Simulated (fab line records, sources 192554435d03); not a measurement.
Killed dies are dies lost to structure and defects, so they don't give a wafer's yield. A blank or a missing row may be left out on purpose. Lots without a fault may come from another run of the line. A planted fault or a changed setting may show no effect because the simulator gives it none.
fab line records | flow n5_finfet
record lots=10 wafers=30 last_day=19
route steps=1938 shown BEOL_M1@826 BEOL_M2@842 BEOL_M4@1111 PASSIVATION@1936
lots that met no fault: from a run of the same line without faults
start_h: hours from the record's first day to the start of the lot's first wafer shown | wait_h: hours since the lot's step before | " the same as in the row above | L1.1+2: a row that stands for several wafers | - no value, or no start given | * or withheld: withheld | < > ~ a bound
route shown NAME@n: a module of which the file shows steps, and the number in the route of the first | usual: mean/standard deviation of fault-free wafers | same: alike in all rows | chamber/n: place in a boat | sites: the reading at each site | _std_site: their standard deviation | _edge_site: outer sites' mean less inner sites' | radius_mm: how far each site lies from the wafer's centre | mask NAME#n: copy n | behind: the tool/chamber that last shaped the wafer | hold: why the lot was held/for how many hours/how that ended | device: the transistor (n, p or np) that didn't switch | end of line: the same wafers' tests at the end of the route | a step without rows: its recipe alone | killed: dies lost to structure and defects at the first sort, not the wafer's yield | map: a wafer's dies, x killed, . not, _ none there
set.NAME: the setting as run; set.NAME@STEP: as run at that earlier step | model.NAME: the simulator's own value behind a step, which no gauge read
steps of the route over a sample of lots; a table a step, a row a wafer
services: from which hour (start_h, from the record's first day; less than 0 if before it) a tool's chamber was out of use, for how many hours, and why
## steps
# step N5_BEOL_M1_SPUTTER_92
# recipe material=Cu target_thk_a=45 temp_c=-20 chamber_pressure_pa=0.07 power_w=withheld time_s=8.29
# usual susceptor_temp_C=-20.01/0.11 throttle_valve_pct=29.8/1.1
# columns lot.wafer tool chamber start_h wait_h susceptor_temp_C throttle_valve_pct
L314.1 pvd_sputter-02 - 169.84 0.1 -19.97 30.2
L314.2 " - " " -19.94 27.1
L314.5 " - " " -19.85 27.2
L317.1 pvd_sputter-02 - 184.94 0.1 -20.06 27.4
L317.2 " - " " -20.01 30.2
L317.5 " - " " -20.13 30.3
L319.3 pvd_sputter-02 - 192.56 0.1 -19.98 30.8
L319.5 " - " " -20.05 30.2
L319.6 " - " " -20.04 30.1
L324.3 pvd_sputter-03 - 218.81 0.1 -20.11 29.1
L324.4 " - " " -20.24 29.9
L324.6 " - " " -20.02 29.0
L326.2 pvd_sputter-02 - 226.99 0.1 -19.89 30.0
L326.4 " - " " -19.93 30.2
L326.5 " - " " -19.93 30.2
L327.2 pvd_sputter-02 - 236.72 0.1 -19.98 30.5
L327.4 " - " " -20.18 30.9
L327.5 " - " " -20.05 30.9
L328.1 pvd_sputter-03 - 245.33 0.1 -19.96 30.7
L328.3 " - " " -20.10 31.0
L328.4 " - " " -19.99 29.7
L316.1 pvd_sputter-01 - 272.39 0.1 -19.94 30.2
L316.2 " - " " -19.73 29.6
L316.6 " - " " -19.90 29.7
L334.1 pvd_sputter-02 - 273.11 0.1 -19.91 31.0
L334.2 " - " " -19.88 30.5
L334.6 " - " " -19.92 30.9
L333.1 pvd_sputter-01 - 277.81 0.1 -19.95 30.5
L333.3 " - " " -19.89 28.8
L333.6 " - " " -20.12 28.7
# step N5_BEOL_M1_ANNEAL_51
# recipe temp_c=225 time_s=90 ambient=N2
# usual wafer_temp_C_max=226.03/0.27
# columns lot.wafer tool chamber start_h wait_h wafer_temp_C_max
L314.1 rtp_anneal-01 0 170.48 0.1 225.70
L314.2 " 0 " " 225.87
L314.5 " 0 " " 225.86
L317.1 rtp_anneal-01 0 185.57 0.1 225.93
L317.2 " 0 " " 225.88
L317.5 " 0 " " 225.69
L319.3 rtp_anneal-02 0 193.29 0.1 225.93
L319.5 " 0 " " 226.05
L319.6 " 0 " " 226.27
L324.3 rtp_anneal-02 0 219.54 0.1 225.81
L324.4 " 0 " " 226.22
L324.6 " 0 " " 226.05
L326.2 rtp_anneal-01 0 227.67 0.1 225.82
L326.4 " 0 " " 225.58
L326.5 " 0 " " 226.17
L327.2 rtp_anneal-02 0 237.41 0.1 226.28
L327.4 " 0 " " 226.19
L327.5 " 0 " " 226.05
L328.1 rtp_anneal-02 0 245.96 0.1 225.83
L328.3 " 0 " " 225.82
L328.4 " 0 " " 225.99
L316.1 rtp_anneal-02 0 273.03 0.1 225.88
L316.2 " 0 " " 225.59
L316.6 " 0 " " 225.90
L334.1 rtp_anneal-02 0 273.96 0.3 225.99
L334.2 " 0 " " 225.91
L334.6 " 0 " " 226.39
L333.1 rtp_anneal-02 0 278.45 0.1 225.89
L333.3 " 0 " " 225.64
L333.6 " 0 " " 226.00
# step N5_BEOL_M1_DEP_57
# recipe material=SiCN target_thk_a=80 temp_c=withheld precursor=3MS/NH3 pressure_torr=3 rf_w=202 time_s=14
# usual chamber_pressure_Torr=3.000/0.0073 rf_fwd_power_W=199.4/0.94 showerhead_plenum_p_Torr=3.661/0.012 throttle_valve_pct=9.02/0.24
# columns lot.wafer tool chamber start_h wait_h chamber_pressure_Torr rf_fwd_power_W showerhead_plenum_p_Torr since_wet_clean_h throttle_valve_pct
L314.1 pecvd-02 2 171.28 0.0 3.002 199.8 3.660 484 8.60
L314.2 " 1 " " 2.996 197.7 3.653 1963 8.88
L314.5 " 0 " " 3.004 199.5 3.658 - 9.47
L317.1 pecvd-03 2 186.44 0.0 3.008 197.2 3.661 2159 9.26
L317.2 " 1 " " 2.999 199.8 3.689 1434 8.92
L317.5 " 0 " " 3.013 199.9 3.684 - 8.60
L319.3 pecvd-02 1 194.00 0.0 2.993 198.8 3.644 1985 8.87
L319.5 " 1 " " 3.004 197.9 3.639 - 9.18
L319.6 " 2 " " 3.004 200.1 3.665 - 9.17
L324.3 pecvd-03 0 220.26 0.0 3.000 199.6 3.679 - 9.17
L324.4 " 1 " " 3.001 200.0 3.679 - 9.01
L324.6 " 0 " " 3.004 200.7 3.678 - 9.23
L326.2 pecvd-03 1 228.52 0.0 - - - - -
L326.4 " 1 " " - - - - -
L326.5 " 0 " " - - - - -
L327.2 pecvd-03 1 238.17 0.0 - - - - -
L327.4 " 1 " " - - - - -
L327.5 " 2 " " - - - - -
L328.1 pecvd-04 1 246.75 0.0 - - - - -
L328.3 " 2 " " - - - - -
L328.4 " 1 " " - - - - -
L316.1 pecvd-02 2 273.81 0.0 3.000 199.6 3.668 586 8.81
L316.2 " 1 " " 3.005 199.1 3.644 2065 9.06
L316.6 " 1 " " 3.008 198.5 3.639 - 9.23
L334.1 pecvd-04 2 274.75 0.0 3.017 200.3 3.659 401 8.89
L334.2 " 1 " " 2.997 200.0 3.669 1885 9.36
L334.6 " 0 " " 2.998 199.9 3.663 - 9.10
L333.1 pecvd-04 2 279.24 0.0 3.024 199.2 3.650 406 9.08
L333.3 " 1 " " 3.002 199.0 3.663 1889 9.12
L333.6 " 2 " " 3.000 199.5 3.657 - 9.07
# step N5_BEOL_M2_THK_MEAS_01
# recipe reads=SiOC_of_BEOL_M2_ILD_DEP_00
# usual M2_ILD_THK=79.1/0.91
# columns lot.wafer tool chamber start_h wait_h M2_ILD_THK[nm]
L314.1 film_metro-01 - 171.47 0.0 78.4
L314.2 " - " " 79.2
L314.5 " - " " 79.3
L317.1 film_metro-01 - 186.64 0.0 78.6
L317.2 " - " " 77.3
L317.5 " - " " 77.9
L319.3 film_metro-02 - 194.20 0.1 78.8
L319.5 " - " " 80.4
L319.6 " - " " 79.8
L324.3 film_metro-01 - 220.48 0.1 79.7
L324.4 " - " " 80.0
L324.6 " - " " 79.5
L316.1 film_metro-01 - 274.01 0.0 79.2
L316.2 " - " " 78.3
L316.6 " - " " 80.2
L334.1 film_metro-02 - 274.94 0.0 79.7
L334.2 " - " " 79.0
L334.6 " - " " 79.8
L333.1 film_metro-01 - 279.44 0.0 79.4
L333.3 " - " " 78.7
L333.6 " - " " 80.2
# step N5_BEOL_M4_RC_MEAS_101
# usual DIBL_N=36.0/1.3 DIBL_P=36.2/1.7 IOFF_N=0.155/0.024 IOFF_P=0.21/0.034 ION_N=674/9 ION_P=463/7.1 SS_N=71.4/0.5 SS_P=73.4/0.57 VT_N=250.0/2.8 VT_P=-251/3.2
# columns lot.wafer tool chamber start_h wait_h DIBL_N[mV/V] DIBL_P[mV/V] IOFF_N[nA/um] IOFF_P[nA/um] ION_N[uA/um] ION_P[uA/um] SS_N[mV/dec] SS_P[mV/dec] VT_N[mV] VT_P[mV]
L314.1 prober-02 0 252.50 0.0 35.3 33.8 0.133 0.19 674 466 71.6 72.8 251.5 -251
L314.2 " 0 " " 37.4 36.0 0.164 0.22 681 467 71.4 73.2 247.7 -250
L314.5 " 0 " " 35.4 33.4 0.134 0.19 665 463 71.7 73.0 251.1 -251
L317.1 prober-02 0 265.81 0.0 33.4 33.2 0.119 0.16 674 468 70.7 72.5 250.9 -252
L317.2 " 0 " " 37.6 38.7 0.184 0.24 687 469 71.9 74.5 246.6 -245
L317.5 " 0 " " 34.8 34.7 0.129 0.19 670 466 71.7 72.3 250.3 -252
L319.3 prober-02 0 275.80 0.3 36.0 37.5 0.157 0.21 672 459 71.7 73.4 250.7 -251
L319.5 " 0 " " 35.0 35.7 0.144 0.18 667 452 71.4 73.0 251.3 -252
L319.6 " 0 " " 35.2 36.4 0.153 0.19 678 462 70.7 74.2 250.9 -251
L324.3 prober-01 0 315.22 0.3 35.1 35.2 0.152 0.23 678 474 70.9 72.6 250.0 -247
L324.4 " 0 " " 36.7 37.5 0.187 0.26 689 475 71.5 73.5 246.1 -244
L324.6 " 0 " " 36.6 37.3 0.185 0.25 678 468 72.2 73.5 245.4 -246
L316.1 prober-02 0 347.29 0.0 36.1 37.0 0.162 0.20 674 458 71.9 73.4 249.5 -251
L316.2 " 0 " " 36.3 37.2 0.155 0.20 663 451 71.7 72.9 251.1 -254
L316.6 " 0 " " 34.5 35.2 0.132 0.18 660 453 71.2 73.7 252.5 -254
L334.1 prober-01 0 347.71 0.0 35.7 34.9 0.135 0.20 676 464 70.9 73.0 251.9 -251
L334.2 " 0 " " 34.8 34.3 0.120 0.19 668 464 71.0 72.4 255.6 -249
L334.6 " 0 " " 34.3 34.5 0.121 0.19 664 464 70.4 72.5 253.3 -250
L333.1 prober-01 0 358.50 0.0 34.6 34.0 0.126 0.16 657 447 70.6 73.1 257.1 -257
L333.3 " 0 " " 33.5 33.6 0.124 0.16 658 453 71.5 72.0 253.6 -256
L333.6 " 0 " " 33.9 33.6 0.121 0.16 655 453 71.5 73.2 253.1 -256
# step N5_PASSIVATION_PROBE_49
# usual defect_limited_yield=90.8/1.7 killed_at_M0_to_M3=37/12 killed_at_M4_up=15/5.6 killed_at_contacts=13/6.9 killed_at_front_end=40/11 killed_at_other=4/3.2 killed_dies=109/20 killed_on_rim=14/4.3 killed_open=73/15 killed_short=35/8.3 sort_bin_5_function=5.4/1.1 sort_bin_6_memory=3.5/0.73 sort_n_pass=1071/20 sort_yield_pct=90.8/1.7
# same gross_dies=1180 killed_at_back_side=0 sort_bin_4_leakage[%]=0 sort_bin_8_speed[%]=0
# columns lot.wafer tool chamber start_h wait_h defect_limited_yield[%] killed_at_M0_to_M3 killed_at_M4_up killed_at_contacts killed_at_front_end killed_at_other killed_dies killed_on_rim killed_open killed_short sort_bin_5_function[%] sort_bin_6_memory[%] sort_n_pass sort_yield_pct[%]
L326.2 prober-02 - 424.92 0.1 0 1097 28 8 43 4 1180 152 69 41 95.7 3.5 0 0
L326.4 prober-02 - 425.02 0.2 0 1079 16 7 76 2 1180 152 107 39 94.7 4.8 0 0
L326.5 prober-02 - 425.07 0.2 0 1120 19 6 32 3 1180 152 60 32 97.3 2.5 0 0
L327.2 prober-01 - 425.93 0.1 0 1114 13 14 38 1 1180 152 64 44 96.8 3.0 0 0
L327.4 prober-01 - 426.03 0.2 0 1101 17 17 37 8 1180 152 69 48 95.3 4.4 0 0
L327.5 prober-01 - 426.08 0.2 0 1136 11 15 17 1 1180 152 47 31 97.5 2.1 0 0
L324.4 prober-02 - 427.00 0.2 90.8 41 11 21 34 1 108 18 64 42 5.4 3.4 1072 90.8
L324.6 prober-02 - 427.10 0.3 92.9 28 14 9 24 9 84 11 58 25 4.0 3.0 1096 92.9
L328.1 prober-01 - 431.19 0.0 0 1088 26 16 43 7 1180 152 80 33 96.2 3.4 0 0
L328.3 prober-01 - 431.29 0.1 0 1110 21 9 38 2 1180 152 60 37 97.0 2.7 0 0
L328.4 prober-01 - 431.34 0.2 0 1109 10 8 51 2 1180 152 82 38 95.5 4.2 0 0
# killed by level:class
L326.2 BEOL_M1:area_dep=1069 BEOL_M4:geometric_particle:open=16 FIN_SAQP:geometric_particle:short=15 DUMMY_GATE:geometric_particle:open=7 MOL_CONTACT_COAG:geometric_particle:open=7 BEOL_M2:geometric_particle:open=7 BEOL_M4:geometric_particle:short=7 BEOL_M1:geometric_particle:open=5
L326.4 BEOL_M1:area_dep=1032 FIN_SAQP:geometric_particle:short=17 STI_FIN_REVEAL:geometric_particle:open=16 BEOL_M0_SAQP:geometric_particle:open=15 FIN_SAQP:geometric_particle:open=14 BEOL_M2:geometric_particle:open=13 BEOL_M4:geometric_particle:open=9 BEOL_M1:geometric_particle:open=8
L326.5 BEOL_M1:area_dep=1088 BEOL_M4:geometric_particle:open=11 FIN_SAQP:geometric_particle:open=7 BEOL_M0_SAQP:geometric_particle:short=7 BEOL_M0_SAQP:geometric_particle:open=7 BEOL_M3:geometric_particle:open=7 MOL_CONTACT_COAG:geometric_particle:open=5 BEOL_M2:geometric_particle:open=4
L327.2 BEOL_M1:area_dep=1072 BEOL_M2:geometric_particle:open=16 FIN_SAQP:geometric_particle:open=9 MOL_CONTACT_COAG:geometric_particle:open=9 GATE_CUT:geometric_particle:short=8 FIN_SAQP:geometric_particle:short=7 BEOL_M0_SAQP:geometric_particle:short=6 BEOL_M2:geometric_particle:short=6
L327.4 BEOL_M1:area_dep=1063 MOL_CONTACT_COAG:geometric_particle:open=14 BEOL_M0_SAQP:geometric_particle:short=9 FIN_SAQP:geometric_particle:open=7 GATE_CUT:geometric_particle:short=7 BEOL_M2:geometric_particle:open=6 BEOL_M2:geometric_particle:short=6 BEOL_M3:geometric_particle:open=6
L327.5 BEOL_M1:area_dep=1102 MOL_CONTACT_COAG:geometric_particle:open=14 BEOL_M2:geometric_particle:short=8 FIN_SAQP:geometric_particle:short=6 BEOL_M2:geometric_particle:open=6 BEOL_M5:geometric_particle:open=6 BEOL_M0_SAQP:geometric_particle:short=5 STI_FIN_REVEAL:geometric_particle:open=4
L324.4 MOL_CONTACT_COAG:geometric_particle:open=14 BEOL_M0_SAQP:geometric_particle:open=12 BEOL_M0_SAQP:geometric_particle:short=11 GATE_CUT:geometric_particle:open=7 MOL_CONTACT_COAG:geometric_particle:short=7 BEOL_M2:geometric_particle:open=7 BEOL_M2:geometric_particle:short=5 BEOL_M5:geometric_particle:open=5
L324.6 BEOL_M2:geometric_particle:open=10 MOL_CONTACT_COAG:geometric_particle:open=7 BEOL_M0_SAQP:geometric_particle:open=7 BEOL_M4:geometric_particle:open=6 STI_FIN_REVEAL:geometric_particle:open=5 PASS1_DEP:geometric_particle:short=5 BEOL_M0_SAQP:geometric_particle:short=4 STARTING-WAFER:geometric_particle:open=4
L328.1 BEOL_M1:area_dep=1067 MOL_CONTACT_COAG:geometric_particle:open=13 STI_FIN_REVEAL:geometric_particle:open=9 BEOL_M4:geometric_particle:open=9 FIN_SAQP:geometric_particle:open=7 FIN_SAQP:geometric_particle:short=6 BEOL_M2:geometric_particle:open=6 BEOL_M3:geometric_particle:open=6
L328.3 BEOL_M1:area_dep=1083 BEOL_M4:geometric_particle:open=15 FIN_SAQP:geometric_particle:open=12 FIN_SAQP:geometric_particle:short=7 MOL_CONTACT_COAG:geometric_particle:open=6 BEOL_M0_SAQP:geometric_particle:short=6 BEOL_M0_SAQP:geometric_particle:open=5 STI_FIN_REVEAL:geometric_particle:open=4
L328.4 BEOL_M1:area_dep=1059 FIN_SAQP:geometric_particle:open=18 FIN_SAQP:geometric_particle:short=15 BEOL_M0_SAQP:geometric_particle:open=11 BEOL_M0_SAQP:geometric_particle:short=10 BEOL_M2:geometric_particle:open=8 STI_FIN_REVEAL:geometric_particle:open=7 MOL_CONTACT_COAG:geometric_particle:open=7
## services
# columns tool chamber start_h hours kind
pecvd-03 2 202.38 - clean
pecvd-03 2 202.38 - consumable_replace:showerhead
pecvd-03 2 202.38 29.0 scheduled_down
pecvd-03 2 202.38 29.0 vent_cycle
pecvd-04 2 209.60 - calibration
pecvd-02 - 239.28 0.8 repair
pecvd-02 2 258.27 5.5 scheduled_down
pecvd-03 1 272.94 2.1 scheduled_down
## key
first_sign step=N5_BEOL_M1_DEP_57 reading=tool_record direction=missing
effect step=N5_PASSIVATION_PROBE_49 reading=killed_at_M0_to_M3 direction=up sigmas=88 usual=37 struck=1106
more_kills_born_at N5_BEOL_M1_DEP_57@pecvd-03=6426 N5_BEOL_M1_DEP_57@pecvd-04=3209
met_at N5_BEOL_M1_DEP_57
struck_lots L326,L327,L328
later_rows_left_out L326.2,L326.4,L326.5,L327.2,L327.4,L327.5,L328.1,L328.3,L328.4
not_acting_at N5_BEOL_M1_SPUTTER_92,N5_BEOL_M1_ANNEAL_51,N5_BEOL_M2_THK_MEAS_01
onset_between 220.26 228.52
fault kind=skipped_step_whole tool=pecvd-03,pecvd-04 chamber=- onset_h=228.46 steps=N5_BEOL_M1_DEP_57 scope=struck_lots_only
# later_rows_left_out: the simulator's readings of these wafers behind a module that went badly wrong aren't trusted and aren't shown, but for the sort
